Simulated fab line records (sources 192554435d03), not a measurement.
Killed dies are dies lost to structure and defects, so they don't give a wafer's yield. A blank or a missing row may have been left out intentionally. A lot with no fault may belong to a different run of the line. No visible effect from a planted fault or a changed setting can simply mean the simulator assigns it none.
fab line records ; flow n5_finfet
record: lots: 10; wafers: 30; last_day: 17
route steps=1938 shown BEOL_M1@828 BEOL_M4@1111 PASSIVATION@1936
lots that met no fault: from a run of the same line without faults
start_h: the number of hours between the record's first day and the start of the first shown wafer of the lot ; wait_h: hours elapsed since this lot's preceding step ; " the same as in the row above ; L1.1+2: several wafers, shown together as one row ; - either no value or no given start ; * or withheld: withheld ; < > ~ a bound
route shown NAME@n: a module of which the file shows steps, and the number in the route of the first ; usual: mean and standard deviation over wafers with no fault ; same: alike in all rows ; chamber/n: place in a boat ; sites: each site's reading ; _std_site: how widely they spread, as a standard deviation ; _edge_site: the outer-site mean with the inner-site mean subtracted ; radius_mm: how far each site lies from the wafer's centre ; mask NAME#n: copy n ; behind: tool/chamber where the wafer was last shaped ; hold: the reason the lot was held/the length of the hold in hours/how it ended ; device: names the non-switching transistor (n, p or np) ; end of line: at the end of the route, the tests of the same wafers ; where a step has no rows: the recipe by itself ; killed: the dies lost at the first sort to structure and to defects; this is not the yield of the wafer ; map: the dies of a wafer, with x for killed, . for not killed, _ for no die there
set.NAME: the setting that was run; set.NAME@STEP: the one run at that earlier step ; model.NAME: the simulator's own value behind a step, which no gauge read
steps of the route over a sample of lots; a table a step, a row a wafer
services: a tool's chamber out of use, with start hour (start_h, from the record's first day; less than 0 if before it), hours out, and reason
== steps ==
step: N5_BEOL_M1_SPUTTER_94
recipe: material: Cu; target_thk_a: 45; temp_c: -20; chamber_pressure_pa: 0.07; power_w: withheld; time_s: 8.29
usual: throttle_valve_pct: 29.9/0.96
lot.wafer;tool;chamber;start_h;wait_h;throttle_valve_pct
L964.1;pvd_sputter-03;-;143.25;0.1;31.8
L964.2;pvd_sputter-03;-;143.25;0.1;29.9
L964.3;pvd_sputter-03;-;143.25;0.1;30.5
L965.1;pvd_sputter-03;-;145.09;0.1;29.9
L965.2;pvd_sputter-03;-;145.09;0.1;30.0
L965.4;pvd_sputter-03;-;145.09;0.1;32.0
L966.2;pvd_sputter-01;-;147.87;0.1;30.8
L966.3;pvd_sputter-01;-;147.87;0.1;30.2
L966.5;pvd_sputter-01;-;147.87;0.1;29.3
L970.3;pvd_sputter-02;-;175.80;0.1;27.8
L970.4;pvd_sputter-02;-;175.80;0.1;29.1
L970.5;pvd_sputter-02;-;175.80;0.1;28.9
L973.1;pvd_sputter-02;-;187.50;0.1;28.8
L973.2;pvd_sputter-02;-;187.50;0.1;27.7
L973.6;pvd_sputter-02;-;187.50;0.1;30.5
L974.1;pvd_sputter-02;-;200.63;0.1;29.0
L974.5;pvd_sputter-02;-;200.63;0.1;29.0
L974.6;pvd_sputter-02;-;200.63;0.1;30.6
L977.1;pvd_sputter-03;-;222.95;0.1;29.7
L977.4;pvd_sputter-03;-;222.95;0.1;30.1
L977.5;pvd_sputter-03;-;222.95;0.1;29.7
L979.3;pvd_sputter-02;-;225.88;0.1;29.1
L979.5;pvd_sputter-02;-;225.88;0.1;29.1
L979.6;pvd_sputter-02;-;225.88;0.1;29.1
L980.1;pvd_sputter-03;-;231.32;0.1;30.7
L980.4;pvd_sputter-03;-;231.32;0.1;29.8
L980.5;pvd_sputter-03;-;231.32;0.1;30.8
L984.3;pvd_sputter-02;-;271.05;0.1;29.0
L984.5;pvd_sputter-02;-;271.05;0.1;28.9
L984.6;pvd_sputter-02;-;271.05;0.1;28.7
step: N5_BEOL_M1_SPUTTER_96
recipe: material: Cu; target_thk_a: 45; temp_c: -20; chamber_pressure_pa: 0.07; power_w: withheld; time_s: 8.29
usual: throttle_valve_pct: 29.9/1
lot.wafer;tool;chamber;start_h;wait_h;throttle_valve_pct
L964.1;pvd_sputter-03;-;143.47;0.1;32.0
L964.2;pvd_sputter-03;-;143.47;0.1;30.2
L964.3;pvd_sputter-03;-;143.47;0.1;30.9
L965.1;pvd_sputter-03;-;145.31;0.1;29.7
L965.2;pvd_sputter-03;-;145.31;0.1;30.1
L965.4;pvd_sputter-03;-;145.31;0.1;32.2
L966.2;pvd_sputter-01;-;148.09;0.1;30.9
L966.3;pvd_sputter-01;-;148.09;0.1;30.3
L966.5;pvd_sputter-01;-;148.09;0.1;29.4
L970.3;pvd_sputter-02;-;176.02;0.1;27.8
L970.4;pvd_sputter-02;-;176.02;0.1;28.6
L970.5;pvd_sputter-02;-;176.02;0.1;28.7
L973.1;pvd_sputter-02;-;187.72;0.1;28.9
L973.2;pvd_sputter-02;-;187.72;0.1;27.9
L973.6;pvd_sputter-02;-;187.72;0.1;30.5
L974.1;pvd_sputter-02;-;200.85;0.1;28.7
L974.5;pvd_sputter-02;-;200.85;0.1;28.8
L974.6;pvd_sputter-02;-;200.85;0.1;30.4
L977.1;pvd_sputter-03;-;223.17;0.1;29.9
L977.4;pvd_sputter-03;-;223.17;0.1;29.8
L977.5;pvd_sputter-03;-;223.17;0.1;29.7
L979.3;pvd_sputter-02;-;226.10;0.1;28.9
L979.5;pvd_sputter-02;-;226.10;0.1;28.8
L979.6;pvd_sputter-02;-;226.10;0.1;28.9
L980.1;pvd_sputter-03;-;231.54;0.1;30.8
L980.4;pvd_sputter-03;-;231.54;0.1;30.0
L980.5;pvd_sputter-03;-;231.54;0.1;30.4
L984.3;pvd_sputter-02;-;271.27;0.1;28.8
L984.5;pvd_sputter-02;-;271.27;0.1;28.9
L984.6;pvd_sputter-02;-;271.27;0.1;29.0
step: N5_BEOL_M1_ECD_50
recipe: material: Cu; target_thk_a: 3000
lot.wafer;tool;chamber;start_h;wait_h
L964.1+2+3;ecd_cu-02;0,1,0;143.58;0.1
L965.1+2+4;ecd_cu-02;1,0,1;145.42;0.1
L966.2+3+5;ecd_cu-01;0;148.21;0.1
L970.3+4+5;ecd_cu-01;0,1,1;176.17;0.1
L973.1+2+6;ecd_cu-01;1,0,0;187.84;0.1
L974.1+5+6;ecd_cu-02;1,1,0;201.00;0.1
L977.1+4+5;ecd_cu-01;0,1,0;223.28;0.1
L979.3+5+6;ecd_cu-01;1,0,1;226.24;0.1
L980.1+4+5;ecd_cu-02;0,1,0;231.66;0.1
L984.3+5+6;ecd_cu-02;0,0,1;271.41;0.1
step: N5_BEOL_M1_CMP_52
recipe: stop_on: SiOC; t_overpolish_s: 6.8; down_force_psi: 1; platen_rpm: 50; clearing_platen_down_force_psi: 1.5; clearing_platen_rpm: 50; post_cmp_clean: cu_alkaline; target_thk_nm: 40; clearing_platen_pad_velocity_m_s: 0.99484; pad_velocity_m_s: 0.99484
usual: motor_current_A: 6.4/0.54; time_to_endpoint_s: 64/3.7
lot.wafer;tool;chamber;start_h;wait_h;motor_current_A;time_to_endpoint_s
L964.2;cmp-04;3;144.00;0.2;6.8;67
L964.1;cmp-04;0;144.00;0.2;5.5;63
L964.3;cmp-04;1;144.00;0.2;6.3;64
L965.1;cmp-03;0;145.95;0.3;6.6;62
L965.2;cmp-03;2;145.95;0.3;5.5;67
L965.4;cmp-03;3;145.95;0.3;5.8;61
L966.3;cmp-04;2;148.63;0.2;6.5;72
L966.2;cmp-04;0;148.63;0.2;5.5;64
L966.5;cmp-04;2;148.63;0.2;6.0;70
L970.3;cmp-02;2;176.62;0.3;6.6;66
L970.4;cmp-02;3;176.62;0.3;6.5;63
L970.5;cmp-02;1;176.62;0.3;6.1;68
L973.2;cmp-03;2;188.21;0.2;5.7;60
L973.1;cmp-03;3;188.21;0.2;5.8;61
L973.6;cmp-03;2;188.21;0.2;5.6;60
L974.1;cmp-03;0;201.45;0.3;7.2;61
L974.5;cmp-03;2;201.45;0.3;5.6;58
L974.6;cmp-03;3;201.45;0.3;5.8;62
L977.1;cmp-04;0;223.70;0.3;5.6;64
L977.4;cmp-04;3;223.70;0.3;6.9;69
L977.5;cmp-04;1;223.70;0.3;6.3;52
L979.3;cmp-04;3;226.60;0.2;6.5;68
L979.6;cmp-04;3;226.60;0.2;6.9;52
L979.5;cmp-04;0;226.60;0.2;5.5;49
L980.1;cmp-02;1;232.80;0.9;6.1;63
L980.4;cmp-02;2;232.80;0.9;6.5;61
L980.5;cmp-02;0;232.80;0.9;7.2;59
L984.3;cmp-02;3;271.81;0.2;6.0;60
L984.5;cmp-02;2;271.81;0.2;7.1;60
L984.6;cmp-02;3;271.81;0.2;6.0;58
step: N5_BEOL_M1_THK_MEAS_53
recipe: thk_meas_gauge: xrf; reads: Cu_of_BEOL_M1_ECD_50
usual: M1_THK: 40.5/1.6
lot.wafer;tool;chamber;start_h;wait_h;M1_THK[nm]
L964.1;film_metro-01;-;144.25;-;39.7
L964.2;film_metro-01;-;144.25;-;42.5
L964.3;film_metro-01;-;144.25;-;42.0
L965.1;film_metro-02;-;146.24;-;41.5
L965.2;film_metro-02;-;146.24;-;43.2
L965.4;film_metro-02;-;146.24;-;39.2
L966.2;film_metro-02;-;148.89;-;39.7
L966.3;film_metro-02;-;148.89;-;40.2
L966.5;film_metro-02;-;148.89;-;42.0
L970.3;film_metro-01;-;176.84;-;40.2
L970.4;film_metro-01;-;176.84;-;41.6
L970.5;film_metro-01;-;176.84;-;42.3
L973.1;film_metro-01;-;188.51;-;39.3
L973.2;film_metro-01;-;188.51;-;40.8
L973.6;film_metro-01;-;188.51;-;41.6
L974.1;film_metro-01;-;201.67;-;39.5
L974.5;film_metro-01;-;201.67;-;39.6
L974.6;film_metro-01;-;201.67;-;40.5
L977.1;film_metro-01;-;224.00;-;37.3
L977.4;film_metro-01;-;224.00;-;40.5
L977.5;film_metro-01;-;224.00;-;42.1
L979.3;film_metro-02;-;226.89;-;42.4
L979.5;film_metro-02;-;226.89;-;41.6
L979.6;film_metro-02;-;226.89;-;43.5
L980.1;film_metro-01;-;233.06;-;41.0
L980.4;film_metro-01;-;233.06;-;43.0
L980.5;film_metro-01;-;233.06;-;42.1
L984.3;film_metro-02;-;272.07;-;38.6
L984.5;film_metro-02;-;272.07;-;39.4
L984.6;film_metro-02;-;272.07;-;38.4
step: N5_BEOL_M4_RC_MEAS_101
usual: DIBL_N: 36.6/1.7; DIBL_P: 36.7/2; IOFF_N: 0.16/0.033; IOFF_P: 0.22/0.04; ION_N: 673/12; ION_P: 463/7.9; SS_N: 71.7/0.58; SS_P: 73.3/0.64; VT_N: 249/3.3; VT_P: -249/3.1
lot.wafer;tool;chamber;start_h;wait_h;DIBL_N[mV/V];DIBL_P[mV/V];IOFF_N[nA/um];IOFF_P[nA/um];ION_N[uA/um];ION_P[uA/um];SS_N[mV/dec];SS_P[mV/dec];VT_N[mV];VT_P[mV]
L964.1;prober-02;0;171.04;0.0;39.0;40.0;0.23;0.25;693;466;72.3;74.5;244;-248
L964.2;prober-02;0;171.04;0.0;37.3;39.0;0.19;0.22;677;451;72.1;74.1;246;-251
L964.3;prober-02;0;171.04;0.0;38.0;39.8;0.19;0.24;676;458;71.5;74.3;248;-249
L965.1;prober-02;0;173.45;0.0;37.2;37.2;0.15;0.21;653;451;72.2;73.9;252;-254
L965.2;prober-02;0;173.45;0.0;35.7;36.2;0.14;0.21;671;465;71.2;73.9;247;-248
L965.4;prober-02;0;173.45;0.0;38.3;38.0;0.17;0.24;683;471;72.2;73.5;249;-252
L966.2;prober-02;0;176.80;0.2;37.4;36.5;0.15;0.24;659;462;71.5;73.7;254;-248
L966.3;prober-02;0;176.80;0.2;36.6;35.8;0.14;0.22;675;468;71.6;72.6;251;-247
L966.5;prober-02;0;176.80;0.2;35.1;33.8;0.12;0.19;660;459;71.0;72.4;260;-251
L970.3;prober-02;0;206.87;0.3;36.4;33.6;0.15;0.16;659;444;72.3;72.5;252;-255
L970.4;prober-02;0;206.87;0.3;35.3;33.9;0.13;0.17;662;460;71.5;72.7;254;-250
L970.5;prober-02;0;206.87;0.3;37.1;35.6;0.15;0.19;655;451;72.4;73.2;253;-251
L973.1;prober-02;0;219.08;0.0;39.5;39.5;0.24;0.32;696;481;72.6;74.8;244;-240
L973.2;prober-02;0;219.08;0.0;35.9;36.2;0.15;0.24;672;473;72.1;73.4;252;-244
L973.6;prober-02;0;219.08;0.0;37.6;37.4;0.17;0.25;660;458;71.8;73.1;249;-246
L974.1;prober-01;0;233.14;0.0;35.1;36.0;0.15;0.22;673;458;71.7;73.3;250;-246
L974.5;prober-01;0;233.14;0.0;35.9;36.4;0.18;0.23;663;456;72.3;74.0;249;-249
L974.6;prober-01;0;233.14;0.0;36.2;37.3;0.19;0.25;678;469;71.9;73.4;249;-248
L977.1;prober-01;0;266.99;0.0;35.8;36.1;0.14;0.21;670;464;71.4;72.9;253;-250
L977.4;prober-01;0;266.99;0.0;38.3;39.4;0.19;0.27;676;463;71.7;73.5;249;-248
L977.5;prober-01;0;266.99;0.0;36.5;37.3;0.16;0.23;676;465;71.3;73.4;251;-247
L979.3;prober-01;0;279.06;0.3;38.5;39.1;0.21;0.25;695;472;71.6;73.3;244;-249
L979.5;prober-01;0;279.06;0.3;33.3;33.7;0.12;0.16;678;468;70.8;72.7;251;-256
L979.6;prober-01;0;279.06;0.3;37.5;38.1;0.19;0.24;675;473;71.2;73.4;247;-252
L980.1;prober-02;0;279.24;0.0;33.8;32.9;0.11;0.17;653;454;71.0;71.8;254;-251
L980.4;prober-02;0;279.24;0.0;36.3;36.2;0.16;0.23;667;462;71.6;72.4;247;-245
L980.5;prober-02;0;279.24;0.0;40.6;42.1;0.27;0.35;686;471;72.9;74.0;239;-246
L984.3;prober-02;0;311.96;0.3;38.8;39.4;0.23;0.33;705;492;72.3;74.1;243;-241
L984.5;prober-02;0;311.96;0.3;39.8;39.9;0.24;0.33;710;487;71.7;73.6;243;-240
L984.6;prober-02;0;311.96;0.3;38.0;37.9;0.19;0.29;676;473;71.3;73.4;247;-245
step: N5_PASSIVATION_PROBE_49
usual: defect_limited_yield: 91.1/1.4; killed_at_M0_to_M3: 34/11; killed_at_M4_up: 14/5.7; killed_at_contacts: 14/6.9; killed_at_front_end: 40/11; killed_at_other: 4/3.1; killed_dies: 105/17; killed_open: 70/13; killed_short: 34/7.6; sort_bin_5_function: 5.3/0.95; sort_bin_6_memory: 3.3/0.64; sort_n_pass: 1075/17; sort_yield_pct: 91.1/1.4
same: gross_dies: 1180; killed_at_back_side: 0; sort_bin_4_leakage[%]: 0; sort_bin_8_speed[%]: 0
lot.wafer;tool;chamber;start_h;wait_h;defect_limited_yield[%];killed_at_M0_to_M3;killed_at_M4_up;killed_at_contacts;killed_at_front_end;killed_at_other;killed_dies;killed_open;killed_short;sort_bin_5_function[%];sort_bin_6_memory[%];sort_n_pass;sort_yield_pct[%]
L980.1;prober-01;-;381.56;0.0;90.7;26;6;23;54;1;110;72;37;5.3;3.7;1070;90.7
L980.4;prober-01;-;381.71;0.2;89.1;26;9;30;61;3;129;84;45;6.1;4.0;1051;89.1
L980.5;prober-01;-;381.76;0.2;89.8;34;6;20;55;5;120;79;38;6.5;3.5;1060;89.8
killed by level:class
L980.1 MOL_CONTACT_COAG:geometric_particle:open=18 FIN_SAQP:geometric_particle:short=12 DUMMY_GATE:geometric_particle:open=10 STI_FIN_REVEAL:geometric_particle:open=8 FIN_SAQP:geometric_particle:open=5 MOL_CONTACT_COAG:geometric_particle:short=5 BEOL_M0_SAQP:geometric_particle:open=5 BEOL_M2:geometric_particle:open=5
L980.4 MOL_CONTACT_COAG:geometric_particle:open=24 FIN_SAQP:geometric_particle:short=16 STI_FIN_REVEAL:geometric_particle:open=12 FIN_SAQP:geometric_particle:open=7 STI_FIN_REVEAL:geometric_particle:short=6 DUMMY_GATE:geometric_particle:open=6 MOL_CONTACT_COAG:geometric_particle:short=6 BEOL_M2:geometric_particle:open=6
L980.5 MOL_CONTACT_COAG:geometric_particle:open=15 STI_FIN_REVEAL:geometric_particle:open=12 BEOL_M1:geometric_particle:open=10 FIN_SAQP:geometric_particle:short=7 DUMMY_GATE:geometric_particle:open=7 BEOL_M0_SAQP:geometric_particle:short=7 FIN_SAQP:geometric_particle:open=6 GATE_CUT:geometric_particle:open=6
== services ==
tool;chamber;start_h;hours;kind
pvd_sputter-02;-;126.57;5.3;repair
cmp-03;-;127.94;1.8;repair
ecd_cu-01;-;137.07;6.6;pm
cmp-04;-;156.81;4.5;pm
cmp-04;-;179.59;0.5;repair
ecd_cu-01;-;200.54;0.9;repair
cmp-02;-;216.64;14.7;repair
cmp-04;-;218.55;3.3;repair
ecd_cu-02;-;226.53;2.3;repair
cmp-04;-;229.50;0.2;repair
cmp-04;-;231.14;4.0;pm
pvd_sputter-03;-;235.09;39.9;repair
cmp-04;-;235.14;-;consumable_replace:conditioner
cmp-04;-;235.14;-;consumable_replace:pad
cmp-02;-;248.48;4.0;pm
cmp-02;-;252.48;-;consumable_replace:conditioner
cmp-02;-;252.48;-;consumable_replace:pad
cmp-03;-;255.72;0.7;repair
cmp-02;-;259.60;0.7;repair
== key ==
first_sign: step: N5_BEOL_M1_CMP_52; reading: time_to_endpoint_s; direction: down; sigmas: 3.6; usual: *; struck: *
effect none on later readings
met_at N5_BEOL_M1_ECD_50
struck_lots L977,L979
struck_wafers L977.5,L979.5,L979.6
not_acting_at N5_BEOL_M1_SPUTTER_94,N5_BEOL_M1_SPUTTER_96,N5_BEOL_M1_THK_MEAS_53
onset_between 187.84 223.28
fault: kind: process_parameter_drift; tool: ecd_cu-01; chamber: -; onset_h: 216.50; steps: N5_BEOL_M1_ECD_50; channel: target_thk_a; offset: *; shape: step; end_h: 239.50; scope: struck_wafers_only; acts_in: *; stated: *
